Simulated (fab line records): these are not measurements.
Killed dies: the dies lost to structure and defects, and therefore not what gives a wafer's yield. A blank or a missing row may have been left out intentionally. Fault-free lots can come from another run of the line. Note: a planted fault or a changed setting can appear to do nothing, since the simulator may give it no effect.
8D (eight disciplines) problem report, filled in by code ; flow nand-harc ; the parts of the form that need people (team, actions taken, sign-off) are left out

1. THE PROBLEM
Wafers without a fault read 99.9 nm, standard deviation 0.7; cd-nm at NHARC_A_CHANNEL_HOLE_D2_CD_MEAS_10 reads a mean of 105.8 nm on 3 wafers belonging to 2 lots. That puts it +8.4 standard deviations away from the usual mean.
The step: target cd 100 nm.
Earliest sighting: wafer L554.3 on cd-sem-01 at day 21 22:19. The record has a number at this step for 33 wafers belonging to 11 lots. Rule for "out", or "out of limits": more than 4 standard deviations from the usual mean. Any other wafer with a number is counted as sound.

2. WHAT IT IS AND WHAT IT IS NOT
question;is;is not
which readings at this step;cd-nm;-
which lots;L554, L555;L533, L535, L538, L539, L540, L541, L543, L545, L553
which wafers of those lots;L554.3, L555.4, L555.6;L554.1, L554.5, L555.1
read on which gauges;cd-sem-01;cd-sem-02, cd-sem-03
when;from day 21 22:19;"up to then (29 sound wafers); but 1 sound wafer of L555 came after"

3. SUSPECTS, AND WHAT RULES EACH OUT
Counting: a tool at a process step up to the reading stays a suspect if it ran every lot that is out. Sound lots after the first of them don't rule it out here, since some wafers of a struck lot are sound.
- the gauge at NHARC_A_CHANNEL_HOLE_D2_CD_MEAS_10: kept. All the wafers that are out were read on cd-sem-01, and no step on other tools shows them out.
- arfi-scanner-01 at NHARC_A_CHANNEL_HOLE_D2_EXPOSE_07 (exposes mask HOLE D2, target cd 100 nm): kept. Every lot that is out went through it, the first being L554 (day 21 22:11); the last sound lot it ran before that was L553 (day 21 03:04).
Remaining after the count are arfi-scanner-01 at NHARC_A_CHANNEL_HOLE_D2_EXPOSE_07 and cd-sem-01 at NHARC_A_CHANNEL_HOLE_D2_CD_MEAS_10.

4. THE CAUSE (what the simulator had put in)
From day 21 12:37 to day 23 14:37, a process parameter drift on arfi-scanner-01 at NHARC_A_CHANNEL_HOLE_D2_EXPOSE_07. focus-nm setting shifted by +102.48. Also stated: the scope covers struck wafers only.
Counting leaves 2 suspects; this tool is one of them.

5. THE CHAIN OF EFFECTS, in route order
One row per reading whose mean, taken over the struck wafers that have a number, lies over 3 standard deviations from the usual. Scope: only readings with a usual standard deviation given in the record; hours: median across lots of the time from each lot's start at the first step in this table that gives one to its start at this step; sigmas: change in usual standard deviations.
hours;step;reading;usual;on struck wafers;change;sigmas
0;NHARC_A_CHANNEL_HOLE_D2_CD_MEAS_10;cd-nm;99.9 nm;105.8;+5.9;+8.4
7;NHARC_A_CHANNEL_HOLE_D2_CD_MEAS_31;cd-nm;90.3 nm;96.3;+6.0;+3.0

6. WHAT WOULD HAVE CAUGHT IT SOONER
The first out-of-limits reading at a measuring or inspecting step in this record came at day 21 22:19, 10 hours after the fault's start at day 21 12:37.
An alarm limit of 4 standard deviations would not have fired on the tool readings at NHARC_A_CHANNEL_HOLE_D2_EXPOSE_07 for which the record gives a usual standard deviation, since none of them was out on any struck wafer.
Lots out: 2; of these, L555 started NHARC_A_CHANNEL_HOLE_D2_EXPOSE_07 on arfi-scanner-01 after day 21 22:19. A hold on the tool at that time would have spared it.
